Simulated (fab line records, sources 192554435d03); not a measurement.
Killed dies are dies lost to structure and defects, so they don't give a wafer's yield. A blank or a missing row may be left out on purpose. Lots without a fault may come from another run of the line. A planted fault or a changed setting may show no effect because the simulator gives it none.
Which tool did it? | flow n5_finfet | 24 lots, 72 wafers sampled, at 5 steps of a route of 1938

WHAT THE GAUGES READ, wafer by wafer
N5_BEOL_M2_CD_MEAS_11: target cd 16.79 nm.
lot  | measured     | on        | cd_nm (nm)
L074 | day 6 15:56  | cd_sem-03 | 16.52 16.85 16.55
L076 | day 6 17:17  | cd_sem-01 | 16.59 17.32 16.78
L075 | day 7 00:25  | cd_sem-02 | 16.87 16.93 16.90
L077 | day 7 08:08  | cd_sem-01 | 16.66 16.58 17.17
L078 | day 7 08:34  | cd_sem-01 | 16.72 17.09 16.71
L079 | day 7 23:13  | cd_sem-03 | 16.85 16.19 16.65
L080 | day 8 08:40  | cd_sem-01 | 16.86 16.54 16.67
L081 | day 8 10:43  | cd_sem-01 | 16.67 16.69 16.89
L082 | day 8 12:08  | cd_sem-03 | 17.10 16.99 17.14
L083 | day 8 16:47  | cd_sem-03 | 16.54 17.13 17.05
L085 | day 9 06:03  | cd_sem-01 | 16.70 17.03 16.94
L084 | day 9 09:00  | cd_sem-01 | 16.79 16.45 16.66
L087 | day 10 13:50 | cd_sem-02 | 16.41 16.28 16.59
L086 | day 10 18:29 | cd_sem-03 | 16.82 16.80 16.61
L089 | day 10 21:17 | cd_sem-01 | 16.62 16.85 16.45
L088 | day 10 23:50 | cd_sem-02 | 16.84 17.20 16.94
L090 | day 11 00:26 | cd_sem-03 | 17.10 16.83 17.11
L093 | day 11 20:33 | cd_sem-03 | 17.16 16.95 16.98
L091 | day 12 01:30 | cd_sem-01 | 16.66 17.01 16.85
L094 | day 12 02:13 | cd_sem-01 | 16.64 16.83 16.64
L095 | day 12 04:34 | cd_sem-02 | 16.83 17.15 16.14
L092 | day 12 05:19 | cd_sem-02 | 16.96 16.73 16.74
L096 | day 12 07:05 | cd_sem-02 | 16.29 16.66 16.47
L097 | day 13 02:17 | cd_sem-03 | 16.73 17.04 17.11

WHICH TOOL RAN EACH LOT (tool, then ch and the chambers of the sampled wafers, then the start)
lot  | N5_BEOL_M1_VIA_ETCH_34             | N5_BEOL_M1_ANNEAL_51             | N5_BEOL_M1_DEP_57               | N5_BEOL_M2_PECVD_72
L074 | rie_diel-02 ch 1,2, day 6 08:34    | rtp_anneal-01 ch 0, day 6 12:10  | pecvd-04 ch 0,1, day 6 12:55    | pecvd-01 ch 0,2, day 6 13:08
L076 | rie_diel-01 ch 1,2,3, day 6 11:52  | rtp_anneal-02 ch 0, day 6 15:10  | pecvd-02 ch 0,2, day 6 15:54    | pecvd-03 ch 0,1, day 6 16:08
L075 | rie_diel-01 ch 0,3, day 6 16:39    | rtp_anneal-02 ch 0, day 6 22:10  | pecvd-02 ch 0,1,2, day 6 22:57  | pecvd-03 ch 0,1,2, day 6 23:11
L077 | rie_diel-03 ch 0,2,3, day 6 23:53  | rtp_anneal-02 ch 0, day 7 03:23  | pecvd-02 ch 0,1, day 7 04:10    | pecvd-03 ch 0,1, day 7 04:33
L078 | rie_diel-02 ch 0,2,3, day 7 03:03  | rtp_anneal-01 ch 0, day 7 06:25  | pecvd-02 ch 0,1, day 7 07:11    | pecvd-03 ch 0,1, day 7 07:25
L079 | rie_diel-01 ch 1,2,3, day 7 17:03  | rtp_anneal-02 ch 0, day 7 21:04  | pecvd-04 ch 0,1,2, day 7 21:45  | pecvd-03 ch 0,2, day 7 22:00
L080 | rie_diel-01 ch 0,1,2, day 8 03:17  | rtp_anneal-01 ch 0, day 8 06:43  | pecvd-03 ch 0,1, day 8 07:25    | pecvd-01 ch 0,1,2, day 8 07:39
L081 | rie_diel-01 ch 0,1,2, day 8 03:41  | rtp_anneal-01 ch 0, day 8 08:35  | pecvd-04 ch 1,2, day 8 09:19    | pecvd-03 ch 0,2, day 8 09:34
L082 | rie_diel-03 ch 0,1,3, day 8 06:25  | rtp_anneal-01 ch 0, day 8 10:04  | pecvd-03 ch 0,1, day 8 10:51    | pecvd-01 ch 0,1,2, day 8 11:05
L083 | rie_diel-02 ch 0,1,3, day 8 10:53  | rtp_anneal-02 ch 0, day 8 14:59  | pecvd-02 ch 0,1,2, day 8 15:40  | pecvd-04 ch 0,1, day 8 15:54
L085 | rie_diel-02 ch 0,2, day 9 00:35    | rtp_anneal-02 ch 0, day 9 04:11  | pecvd-04 ch 0,1, day 9 04:53    | pecvd-04 ch 0,2, day 9 05:07
L084 | rie_diel-03 ch 1,2, day 9 00:37    | rtp_anneal-02 ch 0, day 9 06:25  | pecvd-03 ch 0,2, day 9 07:10    | pecvd-03 ch 1,2, day 9 07:24
L087 | rie_diel-02 ch 0,1,2, day 10 08:20 | rtp_anneal-02 ch 0, day 10 11:44 | pecvd-02 ch 0,1,2, day 10 12:38 | pecvd-01 ch 0,1,2, day 10 12:52
L086 | rie_diel-03 ch 2,3, day 10 14:01   | rtp_anneal-02 ch 0, day 10 17:05 | pecvd-04 ch 0,1, day 10 17:47   | pecvd-04 ch 1,2, day 10 18:02
L089 | rie_diel-01 ch 0,2,3, day 10 16:07 | rtp_anneal-01 ch 0, day 10 19:40 | pecvd-02 ch 0,1,2, day 10 20:28 | pecvd-04 ch 0,1,2, day 10 20:43
L088 | rie_diel-03 ch 0,1, day 10 18:51   | rtp_anneal-02 ch 0, day 10 21:52 | pecvd-02 ch 0,1,2, day 10 22:40 | pecvd-01 ch 0,2, day 10 22:54
L090 | rie_diel-01 ch 0,2,3, day 10 19:52 | rtp_anneal-01 ch 0, day 10 22:55 | pecvd-03 ch 0,1, day 10 23:39   | pecvd-03 ch 0,1, day 10 23:55
L093 | rie_diel-02 ch 0,1, day 11 15:37   | rtp_anneal-02 ch 0, day 11 18:46 | pecvd-03 ch 0,1,2, day 11 19:34 | pecvd-01 ch 0,1,2, day 11 19:48
L091 | rie_diel-01 ch 0,3, day 11 20:37   | rtp_anneal-01 ch 0, day 11 23:37 | pecvd-03 ch 1,2, day 12 00:21   | pecvd-03 ch 0,1, day 12 00:35
L094 | rie_diel-01 ch 0,1,2, day 11 21:22 | rtp_anneal-01 ch 0, day 12 00:27 | pecvd-04 ch 0,1,2, day 12 01:11 | pecvd-03 ch 1,2, day 12 01:25
L095 | rie_diel-02 ch 2,3, day 11 21:50   | rtp_anneal-01 ch 0, day 12 02:24 | pecvd-03 ch 1,2, day 12 03:08   | pecvd-01 ch 1,2, day 12 03:23
L092 | rie_diel-01 ch 1,2, day 12 00:20   | rtp_anneal-01 ch 0, day 12 03:58 | pecvd-03 ch 0,1,2, day 12 04:38 | pecvd-04 ch 0,1,2, day 12 04:53
L096 | rie_diel-03 ch 0,2,3, day 12 00:22 | rtp_anneal-01 ch 0, day 12 04:22 | pecvd-04 ch 0,1, day 12 05:09   | pecvd-04 ch 1,2, day 12 05:23
L097 | rie_diel-03 ch 0,1,3, day 12 20:44 | rtp_anneal-01 ch 0, day 13 00:29 | pecvd-02 ch 0,1,2, day 13 01:16 | pecvd-04 ch 0,1,2, day 13 01:30
- N5_BEOL_M1_VIA_ETCH_34: etches the open film in C4F6/O2, target depth 67.8 nm, time 64.4 s.
- N5_BEOL_M1_ANNEAL_51: time 90 s.
- N5_BEOL_M1_DEP_57: deposits SiCN from 3MS/NH3, target thk 8 nm, time 14 s.
- N5_BEOL_M2_PECVD_72: deposits SiO2 from TEOS/O2, target thk 16 nm, time 18 s.

WHAT THE TOOLS THEMSELVES READ (means of the sampled wafers that have a number; where no wafer has one, the mark that the record gives instead)
N5_BEOL_M1_VIA_ETCH_34.
lot  | tool        | C4F6_flow_sccm (sccm) | chamber_pressure_mTorr (mTorr) | drypump_motor_current_A (A) | oes_f_703_au (a.u.) | oes_product_au (a.u.) | rf_vpp_V (V) | showerhead_plenum_p_Torr (Torr) | throttle_valve_pct (%)
L074 | rie_diel-02 | 9.96                  | 15.011                         | 5.6                         | 0.70                | 0.70                  | 651          | 2.76                            | 31.3
L076 | rie_diel-01 | 9.99                  | 15.012                         | 5.6                         | 0.85                | 0.85                  | 667          | 2.90                            | 30.5
L075 | rie_diel-01 | 9.99                  | 14.996                         | 5.8                         | 0.75                | 0.74                  | 673          | 2.82                            | 30.6
L077 | rie_diel-03 | 10.01                 | 14.996                         | 5.8                         | 0.84                | 0.84                  | 658          | 2.88                            | 30.6
L078 | rie_diel-02 | 9.97                  | 15.001                         | 6.1                         | 0.78                | 0.78                  | 662          | 2.77                            | 30.9
L079 | rie_diel-01 | 10.02                 | 15.008                         | 5.6                         | 0.83                | 0.83                  | 665          | 2.90                            | 30.5
L080 | rie_diel-01 | 9.98                  | 14.992                         | 6.0                         | 0.88                | 0.87                  | 657          | 2.91                            | 30.3
L081 | rie_diel-01 | 10.04                 | 14.989                         | 6.0                         | 0.88                | 0.87                  | 658          | 2.91                            | 30.3
L082 | rie_diel-03 | 10.00                 | 15.001                         | 5.8                         | 0.83                | 0.81                  | 657          | 2.91                            | 30.8
L083 | rie_diel-02 | 10.01                 | 15.006                         | 5.7                         | 0.77                | 0.77                  | 658          | 2.75                            | 31.1
L085 | rie_diel-02 | 10.00                 | 14.998                         | 6.1                         | 0.93                | 0.96                  | 658          | 2.79                            | 30.8
L084 | rie_diel-03 | 9.98                  | 15.002                         | 6.0                         | 0.75                | 0.74                  | 652          | 2.91                            | 31.0
L087 | rie_diel-02 | 9.99                  | 14.999                         | 5.7                         | 0.83                | 0.84                  | 654          | 2.77                            | 31.0
L086 | rie_diel-03 | 9.99                  | 15.005                         | 6.1                         | 0.79                | 0.77                  | 656          | 2.87                            | 30.6
L089 | rie_diel-01 | 9.99                  | 15.003                         | 5.9                         | 0.86                | 0.86                  | 667          | 2.84                            | 30.4
L088 | rie_diel-03 | 10.02                 | 14.988                         | 5.6                         | 0.75                | 0.73                  | 656          | 2.90                            | 31.0
L090 | rie_diel-01 | 9.99                  | 14.996                         | 5.8                         | 0.85                | 0.85                  | 666          | 2.84                            | 30.4
L093 | rie_diel-02 | 10.00                 | 15.003                         | 5.5                         | 0.82                | 0.83                  | 650          | 2.77                            | 31.0
L091 | rie_diel-01 | 10.00                 | 15.000                         | 5.7                         | 0.88                | 0.87                  | 672          | 2.81                            | 30.3
L094 | rie_diel-01 | 10.00                 | 15.014                         | 6.0                         | 0.84                | 0.82                  | 655          | 2.90                            | 30.3
L095 | rie_diel-02 | 9.99                  | 14.994                         | 6.3                         | 0.75                | 0.75                  | 669          | 2.73                            | 31.0
L092 | rie_diel-01 | 10.00                 | 15.006                         | 5.8                         | 0.87                | 0.85                  | 655          | 2.95                            | 30.3
L096 | rie_diel-03 | 9.99                  | 14.974                         | 5.8                         | 0.79                | 0.78                  | 658          | 2.86                            | 30.7
L097 | rie_diel-03 | 10.01                 | 14.995                         | 5.9                         | 0.79                | 0.76                  | 657          | 2.89                            | 30.9

N5_BEOL_M1_ANNEAL_51.
lot  | tool          | wafer_temp_C_max
L074 | rtp_anneal-01 | 226.7
L076 | rtp_anneal-02 | 226.3
L075 | rtp_anneal-02 | 226.4
L077 | rtp_anneal-02 | 226.5
L078 | rtp_anneal-01 | 227.0
L079 | rtp_anneal-02 | 226.1
L080 | rtp_anneal-01 | 227.1
L081 | rtp_anneal-01 | 226.8
L082 | rtp_anneal-01 | 227.4
L083 | rtp_anneal-02 | 226.5
L085 | rtp_anneal-02 | 226.4
L084 | rtp_anneal-02 | 226.4
L087 | rtp_anneal-02 | 225.9
L086 | rtp_anneal-02 | 226.1
L089 | rtp_anneal-01 | 226.9
L088 | rtp_anneal-02 | 226.2
L090 | rtp_anneal-01 | 226.9
L093 | rtp_anneal-02 | 226.4
L091 | rtp_anneal-01 | 227.1
L094 | rtp_anneal-01 | 226.9
L095 | rtp_anneal-01 | 226.8
L092 | rtp_anneal-01 | 226.6
L096 | rtp_anneal-01 | 226.6
L097 | rtp_anneal-01 | 226.8

N5_BEOL_M1_DEP_57.
lot  | tool     | showerhead_plenum_p_Torr (Torr) | throttle_valve_pct (%)
L074 | pecvd-04 | 3.667                           | 9.6
L076 | pecvd-02 | 3.667                           | 9.2
L075 | pecvd-02 | 3.668                           | 9.2
L077 | pecvd-02 | 3.668                           | 9.3
L078 | pecvd-02 | 3.671                           | 9.2
L079 | pecvd-04 | 3.664                           | 9.5
L080 | pecvd-03 | 3.676                           | 8.8
L081 | pecvd-04 | 3.678                           | 9.3
L082 | pecvd-03 | 3.673                           | 8.8
L083 | pecvd-02 | 3.672                           | 9.2
L085 | pecvd-04 | 3.669                           | 9.7
L084 | pecvd-03 | 3.685                           | 9.3
L087 | pecvd-02 | 3.663                           | 9.1
L086 | pecvd-04 | 3.650                           | 9.9
L089 | pecvd-02 | 3.668                           | 9.1
L088 | pecvd-02 | 3.674                           | 9.2
L090 | pecvd-03 | 3.671                           | 8.9
L093 | pecvd-03 | 3.676                           | 8.6
L091 | pecvd-03 | 3.676                           | 8.4
L094 | pecvd-04 | 3.667                           | 9.4
L095 | pecvd-03 | 3.676                           | 8.4
L092 | pecvd-03 | 3.668                           | 8.6
L096 | pecvd-04 | 3.659                           | 9.6
L097 | pecvd-02 | 3.673                           | 9.2

N5_BEOL_M2_PECVD_72.
lot  | tool     | heater_power_w (W) | showerhead_plenum_p_Torr (Torr) | throttle_valve_pct (%)
L074 | pecvd-01 | 709                | 8.75                            | 22.5
L076 | pecvd-03 | 684                | 8.83                            | 21.8
L075 | pecvd-03 | 663                | 8.83                            | 22.1
L077 | pecvd-03 | 725                | 8.82                            | 21.8
L078 | pecvd-03 | 602                | 8.82                            | 21.8
L079 | pecvd-03 | 597                | 8.83                            | 22.2
L080 | pecvd-01 | 754                | 8.80                            | 22.3
L081 | pecvd-03 | 571                | 8.82                            | 22.1
L082 | pecvd-01 | 712                | 8.80                            | 22.4
L083 | pecvd-04 | 929                | 8.75                            | 24.5
L085 | pecvd-04 | 796                | 8.72                            | 24.0
L084 | pecvd-03 | 658                | 8.82                            | 22.1
L087 | pecvd-01 | 756                | 8.79                            | 22.6
L086 | pecvd-04 | 832                | 8.84                            | 22.4
L089 | pecvd-04 | 784                | 8.80                            | 23.4
L088 | pecvd-01 | 681                | 8.75                            | 22.8
L090 | pecvd-03 | 588                | 8.84                            | 21.9
L093 | pecvd-01 | 777                | 8.80                            | 22.6
L091 | pecvd-03 | 646                | 8.83                            | 21.8
L094 | pecvd-03 | 668                | 8.84                            | 20.9
L095 | pecvd-01 | 725                | 8.84                            | 22.3
L092 | pecvd-04 | 859                | 8.79                            | 23.5
L096 | pecvd-04 | 800                | 8.84                            | 22.3
L097 | pecvd-04 | 850                | 8.79                            | 23.4

THE ANSWER, worked out from the rows above alone
Rule: what is usual is taken from the lots themselves. Put in order of their means at a reading, lots are off if they are a third of the lots or fewer, leave a main group of 4 or more, and stand apart from it by a gap of 3 or more times the standard deviation of the main group's means; of several such gaps the widest counts. A main group whose means are all the same, to the digits that the tables above print for the reading, isn't used. A lot without any number at a reading at which 4 lots or more have one is off too. The other lots that the step has rows for count as sound. The gauges are gone through in route order, then the tools' own readings, and for those a lot's mean is taken as printed above. The first step at which some lot is off is used, and at that step the reading that is off furthest; a lot without a number counts as furthest.
No lot is off at any reading shown: from this, nothing can be told.

WHAT THE SIMULATOR HAD PUT IN
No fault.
